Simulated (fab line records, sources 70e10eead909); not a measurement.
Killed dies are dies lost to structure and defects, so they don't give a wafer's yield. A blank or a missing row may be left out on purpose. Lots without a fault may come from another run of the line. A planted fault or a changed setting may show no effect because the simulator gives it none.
fab line records | flow nand_harc
record lots=6 wafers=18 last_day=31
route steps=1302 shown A_STAIRCASE@716 END@1302
lots that met no fault: from a run of the same line without faults
start_h: hours from the record's first day to the start of the lot's first wafer shown | wait_h: hours since the lot's step before | " the same as in the row above | L1.1+2: a row that stands for several wafers | - no value, or no start given | * or withheld: withheld | < > ~ a bound
route shown NAME@n: a module of which the file shows steps, and the number in the route of the first | usual: mean/standard deviation of fault-free wafers | same: alike in all rows | chamber/n: place in a boat | sites: the reading at each site | _std_site: their standard deviation | _edge_site: outer sites' mean less inner sites' | radius_mm: how far each site lies from the wafer's centre | mask NAME#n: copy n | behind: the tool/chamber that last shaped the wafer | hold: why the lot was held/for how many hours/how that ended | device: the transistor (n, p or np) that didn't switch | end of line: the same wafers' tests at the end of the route | a step without rows: its recipe alone | killed: dies lost to structure and defects at the first sort, not the wafer's yield | map: a wafer's dies, x killed, . not, _ none there
set.NAME: the setting as run; set.NAME@STEP: as run at that earlier step | model.NAME: the simulator's own value behind a step, which no gauge read
lots at some steps of the route; a table a step, a row a wafer
services: from which hour (start_h, from the record's first day; less than 0 if before it) a tool's chamber was out of use, for how many hours, and why
## steps
# step NHARC_A_STAIRCASE_TRIM_202
# recipe time_s=211.2 o2_flow_sccm=500 ar_flow_sccm=0 bias_w=0 chemistry=O2
# usual drypump_motor_current_A=5.8/0.36 mfc_ar_sccm=0.008/0.0091 o2_flow_sccm=500.2/1.5 oes_product_au=0.999/0.012 rf_vpp_V=57.7/0.94 showerhead_plenum_p_Torr=3.50/0.16 throttle_valve_pct=17.036/0.0086
# columns lot.wafer tool chamber start_h wait_h drypump_motor_current_A mfc_ar_sccm o2_flow_sccm oes_product_au rf_hours_counter_h rf_vpp_V showerhead_plenum_p_Torr throttle_valve_pct
L662.4 rie_diel-13 3 - - 5.1 0 504.0 1.000 2 57.9 3.36 17.030
L662.3 " 0 " " 5.9 0.001 501.1 0.991 2 57.4 3.63 17.037
L662.2 " 2 " " 6.1 0.010 499.2 0.999 2 57.0 3.74 17.032
L664.2 rie_diel-01 3 - - 6.3 0 497.7 0.987 52 58.1 3.33 17.002
L664.1 " 0 " " 5.9 0.027 503.3 1.005 49 57.4 3.58 17.050
L664.5 " 1 " " 5.7 0.010 500.3 1.000 - 57.9 3.64 17.025
L667.1 rie_diel-01 2 - - 5.9 0 499.8 1.000 7 58.3 3.47 17.037
L667.2 " 1 " " 5.7 0.010 497.6 1.010 8 58.1 3.64 17.027
L667.6 " 3 " " 6.4 0 500.8 0.975 - 56.6 3.33 17.043
L669.3 rie_diel-03 1 - - 5.7 0.024 501.6 1.010 42 57.7 3.56 17.037
L669.2 " 2 " " 6.2 0.007 497.5 1.016 46 55.9 3.34 17.036
L669.5 " 1 " " 5.7 0.024 500.6 1.014 - 56.7 3.56 17.026
L674.3 rie_diel-13 0 - - 5.9 0.001 501.2 0.984 45 57.4 3.61 17.052
L674.1 " 2 " " 6.1 0.010 501.8 1.003 48 57.3 3.72 17.040
L674.5 " 0 " " 5.9 0.001 499.4 0.985 - 58.2 3.61 17.029
L680.3 rie_diel-03 3 - - 5.4 0 497.6 1.021 29 57.0 3.36 17.042
L680.4 " 0 " " 6.2 0.003 499.3 0.998 27 58.3 3.79 17.045
L680.6 " 2 " " 6.2 0.007 499.9 0.998 - 57.2 3.33 17.033
# step NHARC_A_STAIRCASE_ETCH_203
# recipe target_depth_a=1000 time_s=40.5 ion_energy_ev=400 c4f8_flow_sccm=20 o2_flow_sccm=10 ar_flow_sccm=withheld rf_w=600 bias_w=1000 chemistry=C4F8/O2
# usual oes_product_au=0.942/0.014 rf_vpp_V=895/5.9
# columns lot.wafer tool chamber start_h wait_h oes_product_au rf_hours_counter_h rf_vpp_V
L662.3 rie_diel-13 0 - - 0.927 2 899
L662.4 " 2 " " 0.937 2 904
L662.2 " 3 " " 0.933 3 889
L664.2 rie_diel-01 3 - - 0.945 52 890
L664.1 " 1 " " 0.953 54 899
L664.5 " 2 " " 0.967 - 893
L667.1 rie_diel-01 3 - - 0.922 8 889
L667.2 " 0 " " 0.924 9 896
L667.6 " 0 " " 0.926 - 897
L669.3 rie_diel-03 3 - - 0.956 48 890
L669.2 " 2 " " 0.937 46 891
L669.5 " 3 " " 0.946 - 890
L674.3 rie_diel-13 2 - - 0.941 48 901
L674.1 " 1 " " 0.950 46 900
L674.5 " 2 " " 0.928 - 903
L680.4 rie_diel-03 2 - - 0.929 28 887
L680.3 " 1 " " 0.956 26 896
L680.6 " 3 " " 0.956 - 891
# step NHARC_A_STAIRCASE_STRIP_205
# recipe power_w=1500 temp_c=250 chemistry=O2
# usual drypump_motor_current_A=5.50/0.19 heater_power_w=348/42
# columns lot.wafer tool chamber start_h wait_h drypump_motor_current_A heater_power_w rf_hours_counter_h
L662.2 plasma_asher-02 1 361.83 0.1 5.27 409 22
L662.3 " 1 " " 5.29 395 -
L662.4 " 0 " " 5.43 369 -
L664.1 plasma_asher-02 1 370.83 0.1 5.32 403 24
L664.2 " 0 " " 5.41 365 24
L664.5 " 0 " " 5.41 363 -
L667.1 plasma_asher-02 0 415.30 0.1 5.39 365 32
L667.2 " 1 " " 5.31 391 32
L667.6 " 1 " " 5.29 398 -
L669.2 plasma_asher-01 1 427.65 0.1 5.75 280 14
L669.3 " 1 " " 5.76 279 -
L669.5 " 1 " " 5.76 283 -
L674.1 plasma_asher-02 1 507.38 0.1 5.28 396 15
L674.3 " 1 " " 5.27 400 -
L674.5 " 0 " " 5.40 362 -
L680.3 plasma_asher-02 1 534.14 0.2 5.27 403 -
L680.4 " 0 " " 5.40 365 -
L680.6 " 0 " " 5.40 349 -
# step NHARC_A_STAIRCASE_STRIP_206
# recipe time_s=900 temp_c=130 chemistry=SPM
# step NHARC_A_STAIRCASE_PRECLEAN_207
# recipe time_s=* temp_c=50 bath_age_min=0 chemistry=SC1
# step NHARC_A_STAIRCASE_SRD_208
# step NHARC_A_STAIRCASE_DEHYDRATE_209
# recipe temp_c=150 time_s=120
# step NHARC_A_STAIRCASE_HMDS_210
# recipe time_s=30
# step NHARC_A_STAIRCASE_COAT_211
# recipe spin_rpm=1200
# step NHARC_A_STAIRCASE_SOFTBAKE_212
# recipe temp_c=135 time_s=170
# step NHARC_A_STAIRCASE_EBR_213
# step NHARC_A_STAIRCASE_EXPOSE_214
# recipe na=0.5 dose_mj=31.26 mask_id=STAIR_3
# usual exposure_dose_mJ_cm2=31.25/0.03
# columns lot.wafer tool chamber start_h wait_h mask exposure_dose_mJ_cm2
L662.2 krf_scanner-01 0 362.97 - STAIR_3#0 31.22
L662.3 " 0 " " STAIR_3#0 31.30
L662.4 " 0 " " STAIR_3#0 31.31
L664.1 krf_scanner-03 0 371.96 - STAIR_3#0 31.25
L664.2 " 0 " " STAIR_3#0 31.22
L664.5 " 0 " " STAIR_3#0 31.20
L667.1 krf_scanner-01 0 416.45 - STAIR_3#0 23.64
L667.2 " 0 " " STAIR_3#0 23.67
L667.6 " 0 " " STAIR_3#0 23.65
L669.2 krf_scanner-04 0 428.89 - STAIR_3#0 31.21
L669.3 " 0 " " STAIR_3#0 31.16
L669.5 " 0 " " STAIR_3#0 31.24
L674.1 krf_scanner-01 0 508.34 - STAIR_3#0 23.67
L674.3 " 0 " " STAIR_3#0 23.66
L674.5 " 0 " " STAIR_3#0 23.65
L680.3 krf_scanner-03 0 535.07 - STAIR_3#0 31.23
L680.4 " 0 " " STAIR_3#0 31.26
L680.6 " 0 " " STAIR_3#0 31.27
# step NHARC_A_STAIRCASE_PEB_215
# recipe peb_temp_c=115 peb_time_s=130
# step NHARC_A_STAIRCASE_DEVELOP_216
# recipe time_s=140
# step NHARC_END_SORT_01
# recipe temp_c=25
# usual killed_at_array=54/21 killed_at_other=0.9/1.1 killed_at_periphery=3.5/2.5 killed_dies=58/21 killed_open=3.3/1.9 killed_short=2.6/1.8
# same gross_dies=677
# columns lot.wafer tool chamber start_h wait_h killed_at_array killed_at_other killed_at_periphery killed_dies killed_open killed_short
L667.1 prober-01 0 622.74 2.5 51 2 2 55 2 2
L667.2 prober-01 0 623.54 2.8 45 1 6 52 7 2
L667.6 prober-01 0 626.74 4.0 50 0 3 53 2 1
# killed by level:class
L667.1 A_CHANNEL_HOLE_D2:chamber_film_flake=32 A_CHANNEL_HOLE_D1:chamber_film_flake=5 A_DECK1_JOINT:chamber_film_flake=3 A_STAIRCASE:chamber_film_flake=3 A_CONTACT:chamber_film_flake=2 THIN_TSV:chamber_film_flake=2 P_CONTACT:geometric_particle:open=1 A_ONON_D2:geometric_particle:short=1
L667.2 A_CHANNEL_HOLE_D2:chamber_film_flake=25 P_M0:geometric_particle:open=3 A_CHANNEL_HOLE_D1:chamber_film_flake=3 A_CHANNEL_FILL_D2:geometric_particle:short=2 A_CHANNEL_FILL_D2:chamber_film_flake=2 A_STAIRCASE:chamber_film_flake=2 A_SLIT:chamber_film_flake=2 A_CONTACT:chamber_film_flake=2
L667.6 A_CHANNEL_HOLE_D2:chamber_film_flake=35 A_CHANNEL_HOLE_D1:chamber_film_flake=6 A_STAIRCASE:chamber_film_flake=2 A_CONTACT:chamber_film_flake=2 P_M0:geometric_particle:open=1 A_CONTACT:geometric_particle:short=1 A_BLC:geometric_particle:open=1 P_STI:chamber_film_flake=1
## services
# columns tool chamber start_h hours kind
rie_diel-03 - 339.64 0.6 repair
rie_diel-13 - 343.02 9.0 pm
krf_scanner-04 - 346.65 1.0 repair
plasma_asher-01 - 349.60 9.0 pm
krf_scanner-04 - 354.00 4.0 pm
rie_diel-01 - 380.82 9.0 pm
krf_scanner-03 - 395.89 0.6 repair
krf_scanner-01 - 396.45 0.7 repair
rie_diel-01 - 396.72 0.4 repair
krf_scanner-03 - 399.91 4.0 pm
rie_diel-13 0 401.64 10.6 repair
plasma_asher-02 - 426.00 9.0 pm
plasma_asher-02 0 426.00 9.0 vent_cycle
plasma_asher-02 1 426.00 9.0 vent_cycle
plasma_asher-02 0 435.00 - clean
rie_diel-03 - 461.71 9.0 pm
krf_scanner-04 - 480.04 14.1 repair
krf_scanner-01 - 484.00 4.0 pm
rie_diel-13 1 485.28 3.4 repair
rie_diel-13 3 517.00 2.9 repair
rie_diel-13 2 518.14 4.1 repair
rie_diel-13 - 520.08 9.0 pm
krf_scanner-04 - 526.00 4.0 pm
plasma_asher-01 - 526.60 9.0 pm
## key
first_sign step=NHARC_A_STAIRCASE_EXPOSE_214 reading=exposure_dose_mJ_cm2 direction=down sigmas=99+ usual=31.25 struck=23.66
effect none on later readings
met_at NHARC_A_STAIRCASE_EXPOSE_214
struck_wafers L667.1,L667.2,L667.6,L674.1,L674.3,L674.5
tester_left_out L667,L674
onset_between 362.97 416.45
fault kind=process_parameter_drift tool=krf_scanner-01 chamber=- onset_h=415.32 steps=NHARC_A_STAIRCASE_EXPOSE_214 channel=dose_mj offset=-7.6044 shape=step acts_in=these_recipes_only stated=31.26
# tester_left_out: of these lots the tester's yield and bins aren't shown, on N5 and GAA mostly nor the transistor test; their killed dies are dies lost to structure and defects alone, not to doping, threshold or leakage, so they don't give the yield
